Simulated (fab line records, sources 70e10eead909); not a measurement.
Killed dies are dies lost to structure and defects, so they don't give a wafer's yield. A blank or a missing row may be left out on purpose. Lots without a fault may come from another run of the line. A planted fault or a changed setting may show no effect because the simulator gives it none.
Which tool did it? | flow nand_harc | 24 lots, 72 wafers sampled, at 6 steps of a route of 1159

WHAT THE GAUGES READ, wafer by wafer
The record holds no reading of a measuring or inspecting step that can be judged against a usual standard deviation.

WHICH TOOL RAN EACH LOT (tool, then ch and the chambers of the sampled wafers, then the start)
lot  | NHARC_P_M2_STRIP_18                | NHARC_P_M2_ETCH_28                            | NHARC_P_M2_PVD_21                       | NHARC_P_M2_CMP_23             | NHARC_P_BONDPAD_DESCUM_11          | NHARC_A_ZERO_WELL_RTA_16
L074 | rie_diel-11 ch 0,1,3, day 7 01:14  | rie_diel-11 ch 1,2,3, day 7 02:59 or earlier  | pvd_sputter-02, day 7 02:59 or earlier  | cmp-01 ch 0,1,3, day 7 02:59  | rie_diel-08 ch 1,3, day 7 05:20    | rtp_anneal-01 ch 0, day 7 12:13
L076 | rie_diel-11 ch 0,1,2, day 7 02:01  | rie_diel-11 ch 0,1, day 7 03:41 or earlier    | pvd_sputter-03, day 7 03:41 or earlier  | cmp-03 ch 0,1, day 7 03:41    | rie_diel-02 ch 0,1,2, day 7 06:09  | rtp_anneal-01 ch 0, day 7 11:25
L075 | rie_diel-11 ch 0,1, day 7 02:26    | rie_diel-11 ch 1,2,3, day 7 04:32 or earlier  | pvd_sputter-02, day 7 04:32 or earlier  | cmp-04 ch 0,1,2, day 7 04:32  | rie_diel-07 ch 0,2, day 7 07:04    | rtp_anneal-01 ch 0, day 7 13:57
L077 | rie_diel-11 ch 0,3, day 7 02:44    | rie_diel-11 ch 0,3, day 7 04:32 or earlier    | pvd_sputter-01, day 7 04:32 or earlier  | cmp-01 ch 0,2,3, day 7 04:32  | rie_diel-07 ch 0,1, day 7 06:54    | rtp_anneal-01 ch 0, day 7 12:39
L078 | rie_diel-13 ch 0,1,3, day 7 08:23  | rie_diel-13 ch 0,2,3, day 7 10:07 or earlier  | pvd_sputter-01, day 7 10:07 or earlier  | cmp-03 ch 0,1,3, day 7 10:07  | rie_diel-08 ch 0,2,3, day 7 12:37  | rtp_anneal-01 ch 0, day 7 18:08
L079 | rie_diel-11 ch 0,3, day 7 12:47    | rie_diel-11 ch 0,2, day 7 14:31 or earlier    | pvd_sputter-01, day 7 14:31 or earlier  | cmp-01 ch 2,3, day 7 14:31    | rie_diel-02 ch 0,2, day 7 16:58    | rtp_anneal-01 ch 0, day 7 22:03
L080 | rie_diel-01 ch 1,2, day 7 17:49    | rie_diel-01 ch 1,2, day 7 19:34 or earlier    | pvd_sputter-03, day 7 19:34 or earlier  | cmp-04 ch 1,2,3, day 7 19:34  | rie_diel-02 ch 0,2,3, day 7 22:05  | rtp_anneal-02 ch 0, day 8 03:31
L081 | rie_diel-11 ch 0,2,3, day 7 19:11  | rie_diel-11 ch 0,1,3, day 7 20:58 or earlier  | pvd_sputter-02, day 7 20:58 or earlier  | cmp-01 ch 0,1,3, day 7 20:58  | rie_diel-02 ch 1,2,3, day 7 23:26  | rtp_anneal-01 ch 0, day 8 04:28
L082 | rie_diel-11 ch 1,2, day 8 13:41    | rie_diel-11 ch 0,1,3, day 8 15:56 or earlier  | pvd_sputter-01, day 8 15:56 or earlier  | cmp-01 ch 0,1,3, day 8 15:56  | rie_diel-02 ch 2,3, day 8 18:23    | rtp_anneal-02 ch 0, day 8 23:37
L084 | rie_diel-11 ch 0,2, day 8 19:16    | rie_diel-11 ch 1,3, day 8 20:59 or earlier    | pvd_sputter-01, day 8 20:59 or earlier  | cmp-01 ch 0,1,2, day 8 20:59  | rie_diel-02 ch 1,3, day 8 23:21    | rtp_anneal-01 ch 0, day 9 04:29
L083 | rie_diel-13 ch 0,1,3, day 9 03:14  | rie_diel-13 ch 1,2,3, day 9 04:55 or earlier  | pvd_sputter-02, day 9 04:55 or earlier  | cmp-04 ch 0,1, day 9 04:55    | rie_diel-02 ch 0,1,2, day 9 07:14  | rtp_anneal-01 ch 0, day 9 12:20
L085 | rie_diel-11 ch 0,3, day 9 10:38    | rie_diel-11 ch 0,1, day 9 12:20 or earlier    | pvd_sputter-02, day 9 12:20 or earlier  | cmp-01 ch 1,3, day 9 12:20    | rie_diel-02 ch 2,3, day 9 15:17    | rtp_anneal-02 ch 0, day 9 20:27
L088 | rie_diel-13 ch 0,1, day 9 11:09    | rie_diel-13 ch 0,2,3, day 9 12:51 or earlier  | pvd_sputter-01, day 9 12:51 or earlier  | cmp-01 ch 0,3, day 9 12:51    | rie_diel-07 ch 0,1,3, day 9 16:53  | rtp_anneal-02 ch 0, day 9 22:11
L086 | rie_diel-11 ch 0,1,3, day 9 11:43  | rie_diel-11 ch 2,3, day 9 13:23 or earlier    | pvd_sputter-03, day 9 13:23 or earlier  | cmp-03 ch 2,3, day 9 13:23    | rie_diel-02 ch 0,2,3, day 9 17:07  | rtp_anneal-01 ch 0, day 9 22:26
L087 | rie_diel-11 ch 0,1,3, day 10 00:29 | rie_diel-11 ch 0,2,3, day 10 02:13 or earlier | pvd_sputter-01, day 10 02:13 or earlier | cmp-04 ch 0,1,2, day 10 02:13 | rie_diel-02 ch 1,2,3, day 10 04:41 | rtp_anneal-01 ch 0, day 10 09:52
L089 | rie_diel-13 ch 0,2,3, day 10 05:39 | rie_diel-13 ch 1,2,3, day 10 07:21 or earlier | pvd_sputter-03, day 10 07:21 or earlier | cmp-01 ch 0,1,3, day 10 07:21 | rie_diel-08 ch 0,2,3, day 10 09:41 | rtp_anneal-02 ch 0, day 10 14:51
L090 | rie_diel-01 ch 0,1, day 10 07:27   | rie_diel-01 ch 2,3, day 10 09:23 or earlier   | pvd_sputter-01, day 10 09:23 or earlier | cmp-01 ch 0,1,3, day 10 09:23 | rie_diel-02 ch 0,2,3, day 10 11:40 | rtp_anneal-01 ch 0, day 10 17:02
L091 | rie_diel-11 ch 0,2,3, day 10 17:40 | rie_diel-11 ch 0,2,3, day 10 19:41 or earlier | pvd_sputter-02, day 10 19:41 or earlier | cmp-03 ch 1,2,3, day 10 19:41 | rie_diel-08 ch 0,1,3, day 10 22:01 | rtp_anneal-01 ch 0, day 11 03:18
L092 | rie_diel-11 ch 0,3, day 10 18:18   | rie_diel-11 ch 1,2,3, day 10 20:14 or earlier | pvd_sputter-02, day 10 20:14 or earlier | cmp-01 ch 0,2,3, day 10 20:14 | rie_diel-02 ch 0,1,2, day 10 22:41 | rtp_anneal-01 ch 0, day 11 04:07
L093 | rie_diel-01 ch 0,2,3, day 11 01:47 | rie_diel-01 ch 0,1,3, day 11 03:32 or earlier | pvd_sputter-02, day 11 03:32 or earlier | cmp-03 ch 1,2,3, day 11 03:32 | rie_diel-02 ch 1,2,3, day 11 05:52 | rtp_anneal-01 ch 0, day 11 11:07
L094 | rie_diel-01 ch 1,2, day 11 02:11   | rie_diel-01 ch 0,1,3, day 11 04:00 or earlier | pvd_sputter-03, day 11 04:00 or earlier | cmp-04 ch 0,2,3, day 11 04:00 | rie_diel-02 ch 0,1, day 11 06:22   | rtp_anneal-02 ch 0, day 11 11:39
L095 | rie_diel-13 ch 0,1,2, day 11 19:50 | rie_diel-13 ch 0,1,3, day 11 21:34 or earlier | pvd_sputter-02, day 11 21:34 or earlier | cmp-01 ch 0,2,3, day 11 21:34 | rie_diel-02 ch 0,1,3, day 12 00:03 | rtp_anneal-01 ch 0, day 12 05:23
L096 | rie_diel-13 ch 0,1, day 11 20:14   | rie_diel-13 ch 0,2, day 11 22:10 or earlier   | pvd_sputter-03, day 11 22:10 or earlier | cmp-01 ch 0,1, day 11 22:10   | rie_diel-02 ch 1,2,3, day 12 00:53 | rtp_anneal-01 ch 0, day 12 05:59
L097 | rie_diel-11 ch 1,2,3, day 12 03:17 | rie_diel-11 ch 0,1,3, day 12 05:02 or earlier | pvd_sputter-02, day 12 05:02 or earlier | cmp-03 ch 0,1,2, day 12 05:02 | rie_diel-02 ch 0,2,3, day 12 07:23 | rtp_anneal-02 ch 0, day 12 12:44
- NHARC_P_M2_STRIP_18: strips in N2/H2.
- NHARC_P_M2_ETCH_28: etches the open film in CF4/N2, target depth 30 nm, time 72.99 s.
- NHARC_P_M2_PVD_21: deposits Cu, target thk 30 nm, time 20.49 s.
- NHARC_P_M2_CMP_23: polishes, t overpolish 20 s, target thk 144.3 nm.
- NHARC_P_BONDPAD_DESCUM_11: chemistry O2, time 3 s.
- NHARC_A_ZERO_WELL_RTA_16: time 10 s.

WHAT THE TOOLS THEMSELVES READ (means of the sampled wafers that have a number; where no wafer has one, the mark that the record gives instead)
NHARC_P_M2_STRIP_18. Usual: drypump_motor_current_A 5.7 A, standard deviation 0.35; n2_flow_sccm 150.0 sccm, standard deviation 0.45; oes_product_au 1.001 a.u., standard deviation 0.012; rf_vpp_V 90.5 V, standard deviation 1.1; showerhead_plenum_p_Torr 2.01 Torr, standard deviation 0.1; throttle_valve_pct 14.171 %, standard deviation 0.009.
lot  | tool        | drypump_motor_current_A (A) | n2_flow_sccm (sccm) | oes_product_au (a.u.) | rf_vpp_V (V) | showerhead_plenum_p_Torr (Torr) | throttle_valve_pct (%) | flag
L074 | rie_diel-11 | 5.7                         | 149.7               | 1.003                 | 90.4         | 2.05                            | 14.172                 |
L076 | rie_diel-11 | 5.6                         | 149.3               | 1.008                 | 91.1         | 1.96                            | 14.166                 |
L075 | rie_diel-11 | 5.6                         | 149.9               | 1.014                 | 90.5         | 1.95                            | 14.164                 |
L077 | rie_diel-11 | 5.9                         | 149.6               | 1.001                 | 91.0         | 2.09                            | 14.175                 |
L078 | rie_diel-13 | 5.5                         | 149.6               | 1.003                 | 89.4         | 2.00                            | 14.176                 |
L079 | rie_diel-11 | 5.9                         | 150.2               | 0.998                 | 90.8         | 2.09                            | 14.176                 |
L080 | rie_diel-01 | 5.7                         | 150.3               | 0.988                 | 90.8         | 2.05                            | 14.170                 |
L081 | rie_diel-11 | 5.8                         | 150.1               | 0.999                 | 90.4         | 2.01                            | 14.169                 |
L082 | rie_diel-11 | 5.6                         | 150.1               | 1.015                 | 90.2         | 1.97                            | 14.180                 |
L084 | rie_diel-11 | 5.6                         | 150.3               | 1.008                 | 89.1         | 1.92                            | 14.172                 |
L083 | rie_diel-13 | 5.5                         | 150.0               | 0.996                 | 90.1         | 2.00                            | 14.172                 |
L085 | rie_diel-11 | 5.9                         | 150.3               | 0.994                 | 90.6         | 2.09                            | 14.169                 |
L088 | rie_diel-13 | 5.3                         | 150.3               | 0.992                 | 89.0         | 1.94                            | 14.169                 |
L086 | rie_diel-11 | 5.7                         | 149.8               | 1.002                 | 91.2         | 2.05                            | 14.170                 |
L087 | rie_diel-11 | 5.7                         | 150.2               | 1.008                 | 91.7         | 2.05                            | 14.180                 |
L089 | rie_diel-13 | 5.7                         | 150.0               | 1.005                 | 90.4         | 2.00                            | 14.174                 |
L090 | rie_diel-01 | 6.2                         | 150.3               | 0.998                 | 90.2         | 1.92                            | 14.157                 |
L091 | rie_diel-11 | 5.8                         | 149.8               | 1.003                 | 90.2         | 2.01                            | 14.165                 |
L092 | rie_diel-11 | 5.8                         | 149.8               | 1.000                 | 90.7         | 2.00                            | 14.162                 |
L093 | rie_diel-01 | 6.0                         | 150.1               | 0.991                 | 90.7         | 2.01                            | 14.181                 |
L094 | rie_diel-01 | 5.4                         | 150.0               | 0.998                 | 90.1         | 1.99                            | 14.175                 |
L095 | rie_diel-13 | 5.6                         | 150.1               | 0.991                 | 90.2         | 1.95                            | 14.174                 |
L096 | rie_diel-13 | 5.4                         | 149.8               | 0.987                 | 89.7         | 1.94                            | 14.172                 |
L097 | rie_diel-11 | 5.7                         | 150.3               | 1.002                 | 90.3         | 2.06                            | 14.173                 |

NHARC_P_M2_ETCH_28. Usual: drypump_motor_current_A 5.7 A, standard deviation 0.35; n2_flow_sccm 99.9 sccm, standard deviation 0.34; oes_product_au 1.001 a.u., standard deviation 0.012; rf_vpp_V 313.6 V, standard deviation 2.2; showerhead_plenum_p_Torr 2.59 Torr, standard deviation 0.12; throttle_valve_pct 19.795 %, standard deviation 0.0091.
lot  | tool        | drypump_motor_current_A (A) | n2_flow_sccm (sccm) | oes_product_au (a.u.) | rf_vpp_V (V) | showerhead_plenum_p_Torr (Torr) | throttle_valve_pct (%) | flag
L074 | rie_diel-11 | 5.7                         | 100.1               | 1.012                 | 314.6        | 2.65                            | 19.799                 |
L076 | rie_diel-11 | 5.6                         | 99.9                | 1.004                 | 311.7        | 2.52                            | 19.799                 |
L075 | rie_diel-11 | 5.7                         | 99.9                | 1.008                 | 314.9        | 2.65                            | 19.789                 |
L077 | rie_diel-11 | 5.8                         | 100.0               | 0.999                 | 313.5        | 2.58                            | 19.791                 |
L078 | rie_diel-13 | 5.7                         | 99.8                | 1.004                 | 313.7        | 2.58                            | 19.793                 |
L079 | rie_diel-11 | 5.6                         | 100.0               | 1.004                 | 311.9        | 2.47                            | 19.794                 |
L080 | rie_diel-01 | 5.4                         | 99.7                | 0.994                 | 313.8        | 2.58                            | 19.794                 |
L081 | rie_diel-11 | 5.7                         | 100.2               | 1.004                 | 313.1        | 2.64                            | 19.806                 |
L082 | rie_diel-11 | 5.7                         | 99.9                | 1.000                 | 314.9        | 2.64                            | 19.807                 |
L084 | rie_diel-11 | 5.7                         | 100.3               | 1.008                 | 315.4        | 2.70                            | 19.797                 |
L083 | rie_diel-13 | 5.8                         | 99.8                | 0.995                 | 313.9        | 2.59                            | 19.796                 |
L085 | rie_diel-11 | 5.6                         | 100.0               | 1.007                 | 313.0        | 2.52                            | 19.794                 |
L088 | rie_diel-13 | 5.7                         | 99.8                | 1.001                 | 314.1        | 2.58                            | 19.798                 |
L086 | rie_diel-11 | 5.9                         | 99.6                | 0.989                 | 315.2        | 2.70                            | 19.787                 |
L087 | rie_diel-11 | 5.8                         | 100.2               | 1.004                 | 313.6        | 2.58                            | 19.801                 |
L089 | rie_diel-13 | 5.8                         | 100.2               | 0.994                 | 312.7        | 2.58                            | 19.796                 |
L090 | rie_diel-01 | 5.5                         | 100.0               | 0.988                 | 315.1        | 2.63                            | 19.786                 |
L091 | rie_diel-11 | 5.8                         | 99.9                | 1.002                 | 314.1        | 2.58                            | 19.796                 |
L092 | rie_diel-11 | 5.7                         | 100.1               | 1.005                 | 314.7        | 2.65                            | 19.793                 |
L093 | rie_diel-01 | 5.7                         | 99.5                | 0.996                 | 312.6        | 2.52                            | 19.795                 |
L094 | rie_diel-01 | 5.7                         | 100.2               | 1.003                 | 311.9        | 2.52                            | 19.796                 |
L095 | rie_diel-13 | 5.5                         | 100.2               | 0.989                 | 313.6        | 2.57                            | 19.796                 |
L096 | rie_diel-13 | 5.7                         | 99.8                | 0.999                 | 312.8        | 2.52                            | 19.799                 |
L097 | rie_diel-11 | 5.7                         | 99.6                | 0.998                 | 314.8        | 2.64                            | 19.790                 |

NHARC_P_M2_PVD_21. Usual: throttle_valve_pct 30.3 %, standard deviation 0.68.
lot  | tool           | throttle_valve_pct (%) | flag
L074 | pvd_sputter-02 | 29.9                   |
L076 | pvd_sputter-03 | 30.3                   |
L075 | pvd_sputter-02 | 30.3                   |
L077 | pvd_sputter-01 | 30.0                   |
L078 | pvd_sputter-01 | 30.3                   |
L079 | pvd_sputter-01 | 30.3                   |
L080 | pvd_sputter-03 | 30.3                   |
L081 | pvd_sputter-02 | 30.2                   |
L082 | pvd_sputter-01 | 30.8                   |
L084 | pvd_sputter-01 | 30.7                   |
L083 | pvd_sputter-02 | 30.4                   |
L085 | pvd_sputter-02 | 29.9                   |
L088 | pvd_sputter-01 | 30.9                   |
L086 | pvd_sputter-03 | 30.1                   |
L087 | pvd_sputter-01 | 30.8                   |
L089 | pvd_sputter-03 | 30.2                   |
L090 | pvd_sputter-01 | 30.9                   |
L091 | pvd_sputter-02 | 29.7                   |
L092 | pvd_sputter-02 | 30.0                   |
L093 | pvd_sputter-02 | 30.3                   |
L094 | pvd_sputter-03 | 29.6                   |
L095 | pvd_sputter-02 | 29.9                   |
L096 | pvd_sputter-03 | 30.4                   |
L097 | pvd_sputter-02 | 29.7                   |

NHARC_P_M2_CMP_23. Usual: motor_current_A 12.6 A, standard deviation 1; time_to_endpoint_s 30.1 s, standard deviation 2.7.
lot  | tool   | motor_current_A (A) | time_to_endpoint_s (s) | flag
L074 | cmp-01 | 13.3                | 32.1                   |
L076 | cmp-03 | 12.6                | 28.7                   |
L075 | cmp-04 | 12.5                | 30.7                   |
L077 | cmp-01 | 13.1                | 29.5                   |
L078 | cmp-03 | 12.0                | 27.2                   |
L079 | cmp-01 | 12.7                | 28.6                   |
L080 | cmp-04 | 11.8                | 29.5                   |
L081 | cmp-01 | 12.8                | 32.7                   |
L082 | cmp-01 | 13.1                | 33.0                   |
L084 | cmp-01 | 12.7                | 30.2                   |
L083 | cmp-04 | 11.8                | 30.4                   |
L085 | cmp-01 | 13.0                | 30.9                   |
L088 | cmp-01 | 13.7                | 32.4                   |
L086 | cmp-03 | 12.1                | 32.4                   |
L087 | cmp-04 | 12.3                | 27.3                   |
L089 | cmp-01 | 13.1                | 32.3                   |
L090 | cmp-01 | 12.8                | 29.2                   |
L091 | cmp-03 | 12.5                | 27.8                   |
L092 | cmp-01 | 13.2                | 27.4                   |
L093 | cmp-03 | 12.2                | 27.8                   |
L094 | cmp-04 | 12.3                | 31.5                   |
L095 | cmp-01 | 13.3                | 28.5                   |
L096 | cmp-01 | 12.8                | 32.5                   |
L097 | cmp-03 | 12.3                | 28.3                   |

NHARC_P_BONDPAD_DESCUM_11. Usual: drypump_motor_current_A 5.45 A, standard deviation 0.28; oes_product_au 0.998 a.u., standard deviation 0.0093; rf_vpp_V 57.6 V, standard deviation 0.81; showerhead_plenum_p_Torr 1.89 Torr, standard deviation 0.077; throttle_valve_pct 11.310 %, standard deviation 0.0089.
lot  | tool        | drypump_motor_current_A (A) | oes_product_au (a.u.) | rf_vpp_V (V) | showerhead_plenum_p_Torr (Torr) | throttle_valve_pct (%) | flag
L074 | rie_diel-08 | 5.53                        | 1.001                 | 57.9         | 1.84                            | 11.310                 |
L076 | rie_diel-02 | 5.29                        | 0.998                 | 57.8         | 1.93                            | 11.303                 |
L075 | rie_diel-07 | 5.83                        | 1.001                 | 57.7         | 2.03                            | 11.304                 |
L077 | rie_diel-07 | 5.75                        | 0.997                 | 58.8         | 2.01                            | 11.314                 |
L078 | rie_diel-08 | 5.75                        | 0.998                 | 57.1         | 1.82                            | 11.312                 |
L079 | rie_diel-02 | 5.39                        | 0.990                 | 57.3         | 1.92                            | 11.307                 |
L080 | rie_diel-02 | 5.47                        | 1.001                 | 57.4         | 1.89                            | 11.311                 |
L081 | rie_diel-02 | 5.26                        | 1.008                 | 57.4         | 1.86                            | 11.306                 |
L082 | rie_diel-02 | 5.46                        | 1.001                 | 58.1         | 1.82                            | 11.309                 |
L084 | rie_diel-02 | 5.15                        | 0.994                 | 58.3         | 1.86                            | 11.304                 |
L083 | rie_diel-02 | 5.29                        | 1.001                 | 57.7         | 1.93                            | 11.306                 |
L085 | rie_diel-02 | 5.35                        | 1.005                 | 57.1         | 1.85                            | 11.316                 |
L088 | rie_diel-07 | 5.57                        | 0.999                 | 57.8         | 1.95                            | 11.302                 |
L086 | rie_diel-02 | 5.49                        | 1.001                 | 58.5         | 1.89                            | 11.312                 |
L087 | rie_diel-02 | 5.26                        | 1.003                 | 57.7         | 1.86                            | 11.312                 |
L089 | rie_diel-08 | 5.76                        | 1.000                 | 57.1         | 1.81                            | 11.314                 |
L090 | rie_diel-02 | 5.49                        | 0.995                 | 57.6         | 1.89                            | 11.309                 |
L091 | rie_diel-08 | 5.61                        | 1.000                 | 57.9         | 1.83                            | 11.312                 |
L092 | rie_diel-02 | 5.28                        | 0.998                 | 57.7         | 1.93                            | 11.312                 |
L093 | rie_diel-02 | 5.26                        | 0.998                 | 57.2         | 1.86                            | 11.315                 |
L094 | rie_diel-02 | 5.41                        | 0.995                 | 57.5         | 1.96                            | 11.311                 |
L095 | rie_diel-02 | 5.38                        | 0.990                 | 57.9         | 1.89                            | 11.310                 |
L096 | rie_diel-02 | 5.27                        | 0.997                 | 57.6         | 1.86                            | 11.304                 |
L097 | rie_diel-02 | 5.47                        | 0.989                 | 57.6         | 1.89                            | 11.312                 |

NHARC_A_ZERO_WELL_RTA_16. Usual: lamp_power_pct 31.2 %, standard deviation 2.2; wafer_temp_C_max 1004.2, standard deviation 0.96.
lot  | tool          | lamp_power_pct (%) | wafer_temp_C_max | flag
L074 | rtp_anneal-01 | 32.6               | 1003.9           |
L076 | rtp_anneal-01 | 32.6               | 1005.6           |
L075 | rtp_anneal-01 | 32.6               | 1004.3           |
L077 | rtp_anneal-01 | 32.6               | 1003.6           |
L078 | rtp_anneal-01 | 32.6               | 1002.9           |
L079 | rtp_anneal-01 | 32.6               | 1004.4           |
L080 | rtp_anneal-02 | 27.6               | 1004.6           |
L081 | rtp_anneal-01 | 32.7               | 1004.4           |
L082 | rtp_anneal-02 | 27.7               | 1004.6           |
L084 | rtp_anneal-01 | 32.6               | 1003.4           |
L083 | rtp_anneal-01 | 32.6               | 1005.3           |
L085 | rtp_anneal-02 | 27.7               | 1003.9           |
L088 | rtp_anneal-02 | 27.7               | 1004.7           |
L086 | rtp_anneal-01 | 32.6               | 1003.3           |
L087 | rtp_anneal-01 | 32.6               | 1004.0           |
L089 | rtp_anneal-02 | 27.7               | 1005.2           |
L090 | rtp_anneal-01 | 32.6               | 1004.0           |
L091 | rtp_anneal-01 | 32.6               | 1003.2           |
L092 | rtp_anneal-01 | 32.6               | 1004.8           |
L093 | rtp_anneal-01 | 32.6               | 1004.1           |
L094 | rtp_anneal-02 | 27.7               | 1004.9           |
L095 | rtp_anneal-01 | 32.6               | 1004.2           |
L096 | rtp_anneal-01 | 32.6               | 1003.5           |
L097 | rtp_anneal-02 | 27.7               | 1004.4           |

THE ANSWER, worked out from the rows above alone
Rule: a lot is off if the mean of its wafers that have a number lies more than 3 standard deviations from the usual mean. A lot without any number at a reading at which 4 lots or more have one is off too. The other lots that the step has rows for count as sound. The gauges are gone through in route order, then the tools' own readings, and for those a lot's mean is taken as printed above. The first step at which some lot is off is used, and at that step the reading that is off furthest; a lot without a number counts as furthest.
No lot is off at any reading shown: from this, nothing can be told.

WHAT THE SIMULATOR HAD PUT IN
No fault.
